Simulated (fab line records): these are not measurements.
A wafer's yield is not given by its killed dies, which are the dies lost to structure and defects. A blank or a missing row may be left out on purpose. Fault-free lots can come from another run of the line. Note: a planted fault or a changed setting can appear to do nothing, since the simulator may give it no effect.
Check for tools in common    flow n5-finfet    24 wafers sampled across 8 lots

REASON IT WAS OPENED
At N5_BEOL_M0_RS_MEAS_126 the reading M0_RS is flagged on 2 of 8 lots. Fault-free wafers read 0.543 ohm/sq, with a standard deviation of 0.021.
Rule: flag the lot when none of its wafers has a number, or when each of its wafers that has one lies beyond 4 standard deviations from that mean. All remaining lots are regarded as sound.

lot   measured      on             M0_RS (ohm/sq), wafer by wafer  flag
L460  day 6 05:37   film-metro-02  0.522 0.542 0.563               
L462  day 7 07:58   film-metro-01  0.551 0.523 0.540               
L467  day 7 22:31   film-metro-02  0.696 0.690 0.679               FLAGGED
L468  day 8 05:31   film-metro-01  0.667 0.660 0.694               FLAGGED
L474  day 9 14:58   film-metro-01  0.530 0.573 0.546               
L475  day 9 17:53   film-metro-02  0.569 0.515 0.584               
L477  day 10 14:07  film-metro-01  0.580 0.570 0.545               
L479  day 10 17:34  film-metro-01  0.587 0.549 0.582               
Average over the flagged lots: 0.681 ohm/sq; offset from the usual +0.138 ohm/sq, equal to +7 standard deviations.

WHICH TOOL RAN EACH LOT
Before the reading, the record contains 5 process steps out of a 1938-step route. In each cell: the tool, then ch and the chambers that the sampled wafers went through, then the start.
lot   flag     N5_MOL_CONTACT_COAG_ETCH_124       N5_MOL_CONTACT_COAG_ETCH_48        N5_BEOL_M0_SAQP_PECVD_00        N5_BEOL_M0_SAQP_HM_DEP_111      N5_BEOL_M0_ETCH_109
L460           rie-diel-02 ch 0,3, day 5 10:37    rie-diel-02 ch 0,3, day 5 10:40    pecvd-02 ch 1,2, day 5 15:05    pecvd-04 ch 1,2, day 5 16:21    rie-diel-05 ch 0,2, day 6 02:38
L462           rie-diel-05 ch 0,1,2, day 5 20:20  rie-diel-05 ch 0,1,2, day 5 20:23  pecvd-01 ch 1,2, day 6 00:48    pecvd-01 ch 1,2, day 6 02:21    rie-diel-04 ch 0,1,3, day 6 09:56
L467  FLAGGED  rie-diel-02 ch 0,1,3, day 7 03:31  rie-diel-02 ch 0,1,3, day 7 03:34  pecvd-01 ch 0,1,2, day 7 08:01  pecvd-01 ch 0,1,2, day 7 08:28  rie-diel-05 ch 0,1,2, day 7 18:43
L468  FLAGGED  rie-diel-02 ch 0,1,3, day 7 08:34  rie-diel-02 ch 0,1,3, day 7 08:37  pecvd-04 ch 0,1, day 7 13:02    pecvd-02 ch 0,2, day 7 15:37    rie-diel-02 ch 1,2,3, day 8 00:34
L474           rie-diel-02 ch 1,2,3, day 8 20:37  rie-diel-02 ch 1,2,3, day 8 20:39  pecvd-04 ch 1,2, day 9 01:05    pecvd-02 ch 0,1,2, day 9 02:35  rie-diel-02 ch 0,1,3, day 9 11:08
L475           rie-diel-04 ch 1,2, day 9 00:11    rie-diel-04 ch 1,2, day 9 00:14    pecvd-04 ch 1,2, day 9 04:39    pecvd-01 ch 0,1, day 9 06:10    rie-diel-05 ch 0,1,3, day 9 15:10
L477           rie-diel-05 ch 0,1,2, day 9 15:32  rie-diel-05 ch 0,1,2, day 9 15:35  pecvd-04 ch 1,2, day 9 20:08    pecvd-02 ch 0,1,2, day 9 22:48  rie-diel-04 ch 0,1,2, day 10 10:29
L479           rie-diel-02 ch 2,3, day 9 19:55    rie-diel-02 ch 2,3, day 9 19:58    pecvd-04 ch 1, day 10 02:09     pecvd-01 ch 0,1, day 10 03:17   rie-diel-05 ch 1,2,3, day 10 13:05
These steps, and what they do:
- N5_MOL_CONTACT_COAG_ETCH_124: etches SiNx in CH3F/O2, stops on SiOC, target depth 6.5 nm.
- N5_MOL_CONTACT_COAG_ETCH_48: etches SiOC in C4F6/O2, target depth 15 nm, overetch 4.5 nm, time 17 s.
- N5_BEOL_M0_SAQP_PECVD_00: deposits SiCN from 3MS/NH3, target thk 8 nm, time 14 s.
- N5_BEOL_M0_SAQP_HM_DEP_111: deposits SiO2 from SiH4/N2O, target thk 12 nm, time 7.2 s.
- N5_BEOL_M0_ETCH_109: etches SiCN in CH3F/O2, target depth 8 nm, overetch 2.4 nm, time 27.4 s.
- N5_BEOL_M0_RS_MEAS_126: measures by four-point-probe.

FLAGGED AGAINST TOTAL, ONE TOOL AT A TIME (gauges that did the reading follow at the end)
step                          tool           lots run  flagged  share of the flagged lots  sound lots run after its first flagged lot
N5_MOL_CONTACT_COAG_ETCH_124  rie-diel-02    5         2        all                        2 (L474,L479)
N5_MOL_CONTACT_COAG_ETCH_124  rie-diel-04    1         0        none                       -
N5_MOL_CONTACT_COAG_ETCH_124  rie-diel-05    2         0        none                       -
N5_MOL_CONTACT_COAG_ETCH_48   rie-diel-02    5         2        all                        2 (L474,L479)
N5_MOL_CONTACT_COAG_ETCH_48   rie-diel-04    1         0        none                       -
N5_MOL_CONTACT_COAG_ETCH_48   rie-diel-05    2         0        none                       -
N5_BEOL_M0_SAQP_PECVD_00      pecvd-01       2         1        some                       0
N5_BEOL_M0_SAQP_PECVD_00      pecvd-02       1         0        none                       -
N5_BEOL_M0_SAQP_PECVD_00      pecvd-04       5         1        some                       4 (L474,L475,L477,L479)
N5_BEOL_M0_SAQP_HM_DEP_111    pecvd-01       4         1        some                       2 (L475,L479)
N5_BEOL_M0_SAQP_HM_DEP_111    pecvd-02       3         1        some                       2 (L474,L477)
N5_BEOL_M0_SAQP_HM_DEP_111    pecvd-04       1         0        none                       -
N5_BEOL_M0_ETCH_109           rie-diel-02    2         1        some                       1 (L474)
N5_BEOL_M0_ETCH_109           rie-diel-04    2         0        none                       -
N5_BEOL_M0_ETCH_109           rie-diel-05    4         1        some                       2 (L475,L479)
N5_BEOL_M0_RS_MEAS_126        film-metro-01  5         1        some                       3 (L474,L477,L479)
N5_BEOL_M0_RS_MEAS_126        film-metro-02  3         1        some                       1 (L475)

WHAT IS ALLOWED BY THE TABLE
2 rows of the table ran every flagged lot: rie-diel-02 at N5_MOL_CONTACT_COAG_ETCH_124, rie-diel-02 at N5_MOL_CONTACT_COAG_ETCH_48.
- rie-diel-02 at N5_MOL_CONTACT_COAG_ETCH_124 ran 5 lots, 2 of them flagged. Lots that were sound ran on it after the first flagged one (L474, L479); a persistent fault on the entire tool would not allow that.
- rie-diel-02 at N5_MOL_CONTACT_COAG_ETCH_48 ran 5 lots, 2 of them flagged. Lots that were sound ran on it after the first flagged one (L474, L479); a persistent fault on the entire tool would not allow that.
No row of the table ran every flagged lot and no sound lot after the first.

WHAT THE SIMULATOR PUT IN
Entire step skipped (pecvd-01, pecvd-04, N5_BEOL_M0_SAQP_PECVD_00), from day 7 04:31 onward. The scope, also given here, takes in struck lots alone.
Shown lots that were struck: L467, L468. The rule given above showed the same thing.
